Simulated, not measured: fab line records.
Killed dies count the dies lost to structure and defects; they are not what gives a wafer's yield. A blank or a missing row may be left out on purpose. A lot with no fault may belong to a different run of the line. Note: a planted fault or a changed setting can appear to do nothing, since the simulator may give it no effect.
fab line records	flow n5Finfet
[record] lots = 10	wafers = 28	lastDay = 19
route steps=1938 shown BEOL_M5@1135 PASSIVATION@1936
lots untouched by any fault: they come from a run of this same line in which no faults occurred
startH: hours from the record's first day to the start of the lot's first wafer shown	waitH: hours elapsed since this lot's preceding step	" identical to the entry in the row above	L1.1+2: a row that stands for several wafers	- value missing, or start not given	* or withheld: withheld	< > ~ a bound
route shown NAME@n: a module of which the file shows steps, and the number in the route of the first	usual: the fault-free wafers' mean and standard deviation	same: alike in all rows	chamber/n: place in a boat	sites: readings site by site	_std_site: their standard deviation	_edge_site: outer sites' mean less inner sites'	radiusMm: how far each site lies from the wafer's centre	mask NAME#n: copy n	behind: the tool/chamber that last shaped the wafer	hold: cause of the lot's hold/its duration in hours/its outcome	device: transistor that didn't switch, given as n, p or np	end of line: the route-end tests of the same wafers	a step without rows: its recipe alone	killed: not the wafer's yield, but the dies lost to structure and defects at the first sort	map: per-die view of a wafer (x killed, . not killed, _ where there is no die)
set.NAME: the setting that was run; set.NAME@STEP: the one run at that earlier step	model.NAME: the simulator's own value behind a step, which no gauge read
steps of the route over a sample of lots; a table a step, a row a wafer
services: from which hour (startH, from the record's first day; less than 0 if before it) a tool's chamber was out of use, for how many hours, and why
[[steps]]
[step N5_BEOL_M5_STRIP_64]
[recipe] chemistry = CF4	resist = SiARC	powerW = 300	biasPowerW = 75	pressureMtorr = 50	cf4FlowSccm = 150	rfFrequencyHz = 6e+07
[usual] drypumpMotorCurrentA = 5.9/0.34	oesProductAu = 0.81/0.088	rfVppV = 272.0/1.4	showerheadPlenumPTorr = 1.83/0.049	throttleValvePct = 13.60/0.22
lot.wafer	tool	chamber	startH	waitH	drypumpMotorCurrentA	oesProductAu	rfHoursCounterH	rfVppV	showerheadPlenumPTorr	throttleValvePct
L305.2	rieDiel-01	2	205.39	0.0	5.9	0.96	8	273.8	1.90	13.37
L305.3	"	0	"	"	6.3	0.84	-	269.8	1.82	13.74
L304.1	rieDiel-01	0	213.28	0.0	6.3	0.83	66	270.6	1.82	13.76
L304.4	"	3	"	"	5.9	0.84	-	271.9	1.82	13.60
L304.6	"	0	"	"	6.3	0.83	-	272.0	1.82	13.75
L313.3	rieDiel-02	2	268.16	0.0	6.2	0.67	239	271.9	1.78	13.70
L313.4	"	1	"	"	5.7	0.86	30	272.5	1.83	13.30
L313.6	"	1	"	"	5.7	0.87	-	272.0	1.83	13.32
L316.1	rieDiel-02	0	273.87	0.0	5.5	0.73	191	271.8	1.86	14.09
L316.4	"	2	"	"	6.2	0.67	240	270.5	1.78	13.71
L316.5	"	2	"	"	6.2	0.67	-	270.0	1.78	13.71
L319.1	rieDiel-02	3	307.23	0.0	6.3	0.83	64	272.6	1.88	13.42
L319.6	"	2	"	"	6.2	0.66	-	271.3	1.78	13.72
L321.2	rieDiel-02	3	312.26	0.0	6.2	0.84	65	273.3	1.88	13.43
L321.3	"	0	"	"	5.5	0.72	201	271.0	1.85	14.08
L321.6	"	1	"	"	5.7	0.86	-	272.2	1.83	13.34
L322.1	rieDiel-05	2	324.48	0.0	5.0	0.70	219	269.9	1.71	13.61
L322.3	"	1	"	"	6.0	0.72	182	270.8	1.79	13.74
L322.5	"	3	"	"	5.8	0.89	-	272.8	1.83	13.43
L324.2	rieDiel-01	1	337.33	0.0	5.8	0.87	36	272.3	1.83	13.53
L324.4	"	0	"	"	6.3	0.79	103	270.5	1.81	13.83
L324.5	"	3	"	"	5.8	0.80	-	270.1	1.81	13.70
L325.3	rieDiel-05	0	341.25	0.0	6.1	0.97	4	271.7	1.85	13.41
L325.4	"	3	"	"	5.8	0.89	26	271.8	1.83	13.45
L325.5	"	2	"	"	5.0	0.70	-	270.2	1.70	13.64
L326.1	rieDiel-02	1	343.93	0.0	5.7	0.84	54	271.1	1.83	13.37
L326.3	"	0	"	"	5.5	0.71	213	271.8	1.85	14.13
L326.4	"	2	"	"	6.2	0.94	4	271.3	1.78	13.17
[step N5_BEOL_M5_ETCH_67]
[recipe] chemistry = CF4	target = SiARC	targetDepthA = 156	maskMaterial = CAR-EUV	timeS = 26	ionEnergyEv = 80	pressureMtorr = 40	sourceW = 545	biasW = 36	Ar_flow_sccm = 100	cf4FlowSccm = 100	ends = cleared
[usual] biasW = 36.00/0.12	drypumpMotorCurrentA = 5.8/0.39	etchRfOnTimeS = 26.0/0.52	oesProductAu = 0.68/0.082	rfVppV = 184.3/1	showerheadPlenumPTorr = 2.17/0.063	throttleValvePct = 15.65/0.19
lot.wafer	tool	chamber	startH	waitH	biasW	drypumpMotorCurrentA	etchRfOnTimeS	oesProductAu	rfHoursCounterH	rfVppV	showerheadPlenumPTorr	throttleValvePct
L305.2	rieDiel-05	0	206.23	0.0	36.13	6.1	26.9	0.58	221	184.4	2.22	15.87
L305.3	"	1	"	"	36.03	6.0	26.5	0.65	141	185.2	2.14	15.65
L304.1	rieDiel-02	0	214.98	0.0	35.86	5.5	26.5	0.62	175	184.4	2.21	16.03
L304.4	"	0	"	"	35.78	5.5	26.9	0.62	-	184.8	2.21	16.04
L304.6	"	2	"	"	36.00	6.2	26.4	0.57	-	184.0	2.12	15.63
L313.3	rieDiel-02	1	269.99	0.0	35.87	5.7	25.7	0.75	30	184.3	2.19	15.39
L313.4	"	3	"	"	35.94	6.3	25.3	0.74	55	185.2	2.25	15.46
L313.6	"	1	"	"	35.94	5.7	25.8	0.75	-	184.4	2.19	15.42
L316.1	rieDiel-02	1	275.54	0.0	36.04	5.7	25.9	0.74	32	185.7	2.19	15.40
L316.4	"	3	"	"	36.05	6.3	25.5	0.74	56	184.6	2.25	15.44
L316.5	"	3	"	"	36.04	6.2	25.3	0.75	-	185.2	2.25	15.44
L319.1	rieDiel-05	1	311.96	0.0	36.03	6.0	25.7	0.63	176	183.1	2.13	15.71
L319.6	"	3	"	"	35.97	5.8	25.6	0.78	-	183.4	2.18	15.47
L321.2	rieDiel-01	0	316.89	0.0	36.10	6.3	26.2	0.69	97	184.8	2.17	15.87
L321.3	"	2	"	"	35.82	5.9	25.5	0.77	44	186.1	2.25	15.47
L321.6	"	0	"	"	35.97	6.3	26.3	0.68	-	184.9	2.17	15.89
L322.1	rieDiel-05	1	325.92	0.0	35.83	6.0	26.2	0.62	182	184.3	2.13	15.72
L322.3	"	2	"	"	36.20	5.0	25.8	0.61	220	183.4	2.04	15.65
L322.5	"	2	"	"	36.11	5.0	26.0	0.60	-	183.8	2.04	15.63
L324.2	rieDiel-05	0	340.04	0.0	35.90	6.1	26.4	0.84	3	184.0	2.20	15.46
L324.4	"	3	"	"	36.14	5.7	25.7	0.76	26	182.5	2.18	15.51
L324.5	"	1	"	"	36.03	6.0	26.1	0.61	-	185.1	2.12	15.76
L325.3	rieDiel-05	0	342.08	0.0	35.92	6.1	26.3	0.83	4	183.6	2.20	15.45
L325.4	"	2	"	"	35.96	5.0	25.6	0.61	225	181.8	2.04	15.65
L325.5	"	2	"	"	35.74	5.0	25.6	0.60	-	182.8	2.04	15.67
L326.1	rieDiel-01	1	345.29	0.0	35.85	5.8	26.1	0.73	38	183.5	2.19	15.63
L326.3	"	0	"	"	36.06	6.3	25.7	0.68	104	183.6	2.16	15.90
L326.4	"	3	"	"	36.24	5.8	25.6	0.70	106	184.9	2.16	15.75
[step N5_BEOL_M5_VIA_ETCH_34]
[recipe] chemistry = C4F6/O2	target = SiCOH_lowk	targetDepthA = 883	maskMaterial = SOC	taperDeg = 4	timeS = 39.2	ionEnergyEv = 250	pressureMtorr = 30	sourceW = 345	biasW = 185	Ar_flow_sccm = 300	C4F6_flow_sccm = 10	O2_flow_sccm = 10
[usual] biasW = 185.0/0.51	drypumpMotorCurrentA = 5.8/0.39	oesProductAu = 0.80/0.095	rfVppV = 670/11	showerheadPlenumPTorr = 2.87/0.082	throttleValvePct = 20.91/0.17
lot.wafer	tool	chamber	startH	waitH	biasW	drypumpMotorCurrentA	oesProductAu	rfHoursCounterH	rfVppV	showerheadPlenumPTorr	throttleValvePct
L305.2	rieDiel-05	0	206.36	0.0	185.0	6.1	0.69	221	667	2.93	21.02
L305.3	"	1	"	"	185.3	6.0	0.75	141	686	2.83	20.83
L304.1	rieDiel-02	0	215.11	0.0	184.8	5.5	0.74	175	670	2.93	21.26
L304.4	"	0	"	"	185.6	5.5	0.74	-	671	2.93	21.26
L304.6	"	2	"	"	185.8	6.2	0.68	-	668	2.80	20.73
L313.3	rieDiel-02	1	270.12	0.0	146.9	5.7	0.85	31	559	2.92	20.80
L313.4	"	3	"	"	185.5	6.3	0.86	55	653	2.99	20.74
L313.6	"	1	"	"	146.1	5.7	0.85	-	559	2.92	20.80
L316.1	rieDiel-02	1	275.67	0.0	146.1	5.7	0.85	32	559	2.92	20.81
L316.4	"	3	"	"	185.6	6.3	0.87	56	653	2.99	20.74
L316.5	"	3	"	"	185.2	6.2	0.87	-	651	2.99	20.73
L319.1	rieDiel-05	1	312.09	0.0	184.1	6.0	0.74	176	685	2.82	20.88
L319.6	"	3	"	"	184.6	5.8	0.92	-	676	2.89	20.74
L321.2	rieDiel-01	0	317.02	0.0	185.2	6.3	0.81	97	686	2.88	21.20
L321.3	"	2	"	"	184.5	5.8	0.90	44	668	2.99	20.71
L321.6	"	0	"	"	185.1	6.4	0.80	-	683	2.88	21.21
L322.1	rieDiel-05	1	326.05	0.0	185.4	6.0	0.73	182	683	2.82	20.89
L322.3	"	2	"	"	184.1	5.0	0.71	220	666	2.72	20.90
L322.5	"	2	"	"	183.9	5.0	0.72	-	667	2.72	20.91
L324.2	rieDiel-05	0	340.17	0.0	185.0	6.1	0.98	3	668	2.92	20.75
L324.4	"	3	"	"	185.1	5.8	0.89	26	675	2.89	20.77
L324.5	"	1	"	"	184.9	6.0	0.72	-	685	2.81	20.89
L325.3	rieDiel-05	0	342.21	0.0	185.1	6.1	0.98	4	667	2.92	20.75
L325.4	"	2	"	"	185.3	5.0	0.70	226	665	2.72	20.92
L325.5	"	2	"	"	185.7	5.1	0.71	-	666	2.72	20.93
L326.1	rieDiel-01	1	345.42	0.0	184.4	5.8	0.86	38	638	2.92	21.00
L326.3	"	0	"	"	185.7	6.3	0.80	104	684	2.87	21.20
L326.4	"	3	"	"	185.2	5.8	0.81	106	673	2.87	21.01
[step N5_BEOL_M5_STRIP_36]
[recipe] chemistry = N2/H2	powerW = 450	tempC = 40	pressureMtorr = 20	rfFrequencyHz = 6e+07	overashFraction = 0.3	biasPowerW = 7	h2Frac = 0.5	n2FlowSccm = 200	h2FlowSccm = 200
[usual] drypumpMotorCurrentA = 5.8/0.39	oesProductAu = 0.80/0.094	rfVppV = 59.3/1.4	showerheadPlenumPTorr = 2.56/0.086	tempC = 40.00/0.1	throttleValvePct = 23.60/0.24
lot.wafer	tool	chamber	startH	waitH	drypumpMotorCurrentA	oesProductAu	rfHoursCounterH	rfVppV	showerheadPlenumPTorr	tempC	throttleValvePct
L305.2	rieDiel-05	0	206.40	0.0	6.1	0.69	221	60.9	2.61	39.97	23.83
L305.3	"	1	"	"	6.0	0.75	141	56.6	2.53	39.88	23.45
L304.1	rieDiel-02	0	215.16	0.0	5.5	0.74	175	59.1	2.63	40.01	24.03
L304.4	"	0	"	"	5.5	0.76	-	61.7	2.63	40.03	24.05
L304.6	"	2	"	"	6.1	0.68	-	59.5	2.52	40.04	23.61
L313.3	rieDiel-02	1	270.17	0.0	5.7	0.89	31	57.5	2.58	40.01	23.49
L313.4	"	3	"	"	6.2	0.85	55	60.0	2.69	39.87	23.75
L313.6	"	1	"	"	5.7	0.89	-	58.2	2.59	40.07	23.49
L316.1	rieDiel-02	1	275.71	0.0	5.7	0.90	32	59.3	2.58	40.00	23.51
L316.4	"	3	"	"	6.3	0.86	56	60.8	2.69	40.07	23.77
L316.5	"	3	"	"	6.3	0.87	-	59.4	2.69	40.03	23.75
L319.1	rieDiel-05	1	312.14	0.0	6.0	0.73	176	58.3	2.51	40.09	23.48
L319.6	"	3	"	"	5.8	0.91	-	57.0	2.58	40.02	23.43
L321.2	rieDiel-01	0	317.07	0.0	6.3	0.81	97	59.1	2.58	39.89	23.97
L321.3	"	2	"	"	5.8	0.91	44	59.1	2.67	40.00	23.21
L321.6	"	0	"	"	6.3	0.80	-	58.1	2.58	39.87	23.99
L322.1	rieDiel-05	1	326.10	0.0	6.0	0.71	182	61.1	2.51	40.04	23.48
L322.3	"	2	"	"	5.1	0.71	220	59.7	2.39	40.08	23.41
L322.5	"	2	"	"	5.0	0.72	-	59.1	2.39	39.89	23.41
L324.2	rieDiel-05	0	340.21	0.0	6.1	0.98	3	59.7	2.60	40.04	23.66
L324.4	"	3	"	"	5.8	0.89	26	60.8	2.58	39.92	23.44
L324.5	"	1	"	"	6.0	0.71	-	58.4	2.51	40.09	23.51
L325.3	rieDiel-05	0	342.26	0.0	6.1	0.98	4	60.4	2.60	39.85	23.63
L325.4	"	2	"	"	5.0	0.71	226	60.7	2.39	40.03	23.42
L325.5	"	2	"	"	5.0	0.69	-	57.8	2.39	40.17	23.39
L326.1	rieDiel-01	1	345.46	0.0	5.8	0.86	38	57.2	2.60	40.19	23.75
L326.3	"	0	"	"	6.3	0.80	104	59.1	2.58	40.05	23.98
L326.4	"	3	"	"	5.8	0.79	106	59.6	2.55	40.10	23.52
[step N5_PASSIVATION_PROBE_49]
[usual] defectLimitedYield = 91.2/1.4	killed_at_M0_to_M3 = 34/9.4	killed_at_M4_up = 14/5.6	killedAtContacts = 13/7.8	killedAtFrontEnd = 37/10	killedAtOther = 4/3.3	killedDies = 103/17	killedOpen = 68/13	killedShort = 33/8.2	sort_bin_5_function = 5.1/0.92	sort_bin_6_memory = 3.3/0.71	sort_bin_8_speed = 0.01/0.043	sortNPass = 1077/17	sortYieldPct = 91.2/1.4
[same] grossDies = 1180	killedAtBackSide = 0	sort_bin_4_leakage[%] = 0
lot.wafer	tool	chamber	startH	waitH	defectLimitedYield[%]	killed_at_M0_to_M3	killed_at_M4_up	killedAtContacts	killedAtFrontEnd	killedAtOther	killedDies	killedOpen	killedShort	sort_bin_5_function[%]	sort_bin_6_memory[%]	sort_bin_8_speed[%]	sortNPass	sortYieldPct[%]
L321.2	prober-02	-	412.89	0.1	91.3	32	20	20	27	4	103	73	29	5.0	3.6	0	1077	91.3
L321.3	prober-02	-	412.94	0.1	88.6	50	11	19	48	7	135	89	46	6.6	4.3	0	1045	88.6
L321.6	prober-02	-	413.09	0.3	91.7	26	17	10	44	1	98	60	35	5.1	2.5	0	1082	91.7
// killed by level:class
L321.2 MOL_CONTACT_COAG:geometricParticle:open=17 BEOL_M4:geometricParticle:open=12 BEOL_M3:geometricParticle:open=11 BEOL_M0_SAQP:geometricParticle:short=7 STI_FIN_REVEAL:geometricParticle:open=6 BEOL_M0_SAQP:geometricParticle:open=5 ILD0:geometricParticle:open=4 BEOL_M2:geometricParticle:short=4
L321.3 FIN_SAQP:geometricParticle:open=19 MOL_CONTACT_COAG:geometricParticle:open=15 FIN_SAQP:geometricParticle:short=14 BEOL_M0_SAQP:geometricParticle:short=14 BEOL_M0_SAQP:geometricParticle:open=12 BEOL_M3:geometricParticle:open=11 BEOL_M4:geometricParticle:open=8 PASS1_CAP:geometricParticle:open=5
L321.6 BEOL_M0_SAQP:geometricParticle:open=13 GATE_CUT:geometricParticle:short=10 BEOL_M4:geometricParticle:open=10 MOL_CONTACT_COAG:geometricParticle:open=8 FIN_SAQP:geometricParticle:short=7 FIN_SAQP:geometricParticle:open=5 STI_FIN_REVEAL:geometricParticle:open=4 BEOL_M3:geometricParticle:open=4
[[services]]
tool	chamber	startH	hours	kind
rieDiel-01	1	189.91	-	clean
rieDiel-01	1	189.91	-	consumableReplace:focusRing
rieDiel-01	1	189.91	30.6	scheduledDown
rieDiel-01	1	189.91	30.6	ventCycle
rieDiel-02	1	203.82	16.6	repair
rieDiel-01	3	205.00	4.9	repair
rieDiel-05	0	227.75	9.5	repair
rieDiel-05	3	237.47	-	clean
rieDiel-05	3	237.47	-	consumableReplace:focusRing
rieDiel-05	3	237.47	25.4	scheduledDown
rieDiel-05	3	237.47	25.4	ventCycle
rieDiel-01	3	252.29	4.1	repair
rieDiel-02	-	263.90	1.7	repair
rieDiel-05	0	306.85	-	clean
rieDiel-05	0	306.85	-	consumableReplace:focusRing
rieDiel-05	0	306.85	23.4	scheduledDown
rieDiel-05	0	306.85	23.4	ventCycle
rieDiel-01	0	309.55	5.6	repair
rieDiel-02	2	313.40	-	clean
rieDiel-02	2	313.40	-	consumableReplace:focusRing
rieDiel-02	2	313.40	18.2	scheduledDown
rieDiel-02	2	313.40	18.2	ventCycle
rieDiel-01	-	320.61	2.8	pm
[[key]]
[firstSign] step = N5_BEOL_M5_VIA_ETCH_34	reading = biasW	direction = down	sigmas = 76	usual = *	struck = *
[effect] step = N5_BEOL_M5_VIA_ETCH_34	reading = rfVppV	direction = down	sigmas = 9.7	usual = 670	struck = 559
metAt N5_BEOL_M5_VIA_ETCH_34
struckLots L313,L316
struckWafers L313.3,L313.6,L316.1
notActingAt N5_BEOL_M5_STRIP_64,N5_BEOL_M5_ETCH_67,N5_BEOL_M5_STRIP_36
[fault] kind = processParameterDrift	tool = rieDiel-02	chamber = 1	onsetH = 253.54	steps = N5_BEOL_M5_VIA_ETCH_34	channel = biasW	offset = *	shape = step	endH = 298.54	actsIn = *	stated = *
